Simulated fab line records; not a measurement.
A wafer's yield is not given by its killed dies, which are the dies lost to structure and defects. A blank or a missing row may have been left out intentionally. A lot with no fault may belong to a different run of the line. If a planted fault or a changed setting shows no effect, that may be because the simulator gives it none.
Matching of chambers    flow n5_finfet    ald_sin-01 running N5_MOL_CONTACT_COAG_ALD_133: 4 sister chambers
The step deposits SiO2, target thk 5 nm, pulse time 1 s, co reactant pulse time 1 s. 18 wafers are shown with their chamber, then 9 later ones without.

## WAFERS PAIRED WITH THEIR CHAMBERS
wafer   chamber  heater_power_w (W)  susceptor_temp_C (C)  precursor_pulse_height_rel
L078.3  3        83                  99.99                 0.968
L078.4  2        100                 99.73                 1.012
L078.6  1        92                  99.89                 0.976
L079.2  0        69                  100.05                1.001
L079.3  2        100                 100.07                0.962
L079.4  1        91                  99.85                 1.011
L081.1  2        96                  100.24                0.973
L081.4  0        70                  100.13                0.971
L081.6  1        89                  100.31                0.999
L082.1  1        91                  100.30                0.971
L082.4  3        84                  99.72                 0.999
L082.5  2        96                  99.89                 0.975
L088.1  1        92                  99.99                 0.990
L088.2  0        70                  99.80                 0.995
L088.6  2        96                  99.83                 1.021
L090.1  0        68                  100.19                0.988
L090.2  3        84                  99.58                 0.995
L090.3  2        98                  100.23                1.000

SIGNATURES (means of the wafers above)
reading                     chamber 0  chamber 1  chamber 2  chamber 3  scatter within a chamber
heater_power_w              69.25      91.00      97.67      83.67      1.43
susceptor_temp_C            100.0425   100.0680   99.9983    99.7633    0.207
precursor_pulse_height_rel  0.98875    0.98940    0.99050    0.98733    0.0189
Rule: for a wafer and a chamber, the distance is found by dividing, reading by reading, the gap between the wafer's reading and the chamber's mean by the reading's scatter, squaring, summing and taking the root. The wafer belongs to the nearest chamber; if the next one is less than 2 further off, it can't be placed. The scatter is the square root of a quotient: the sum, over the shown wafers, of each reading's squared deviation from its chamber's mean, divided by wafers minus chambers.

## WAFERS WITH NO CHAMBER GIVEN
wafer   heater_power_w (W)  susceptor_temp_C (C)  precursor_pulse_height_rel
L092.1  84                  100.15                1.028
L092.2  95                  99.98                 0.964
L092.3  68                  99.98                 0.985
L093.3  82                  100.03                1.000
L093.4  99                  100.07                0.958
L093.6  92                  100.07                0.997
L096.1  93                  100.11                1.025
L096.2  68                  99.80                 0.998
L096.5  69                  99.90                 1.003

## CHAMBER TAKEN BY EACH
wafer   from the rows above      in truth
L092.1  3                        3
L092.2  can't be placed: 2 or 1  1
L092.3  0                        0
L093.3  3                        3
L093.4  2                        2
L093.6  1                        1
L096.1  can't be placed: 1 or 2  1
L096.2  0                        0
L096.5  0                        0
Correctly placed: 7 of 9. Unplaceable from these rows: 2, with the true chamber sitting among the candidates in 2. 0 placed wrongly.
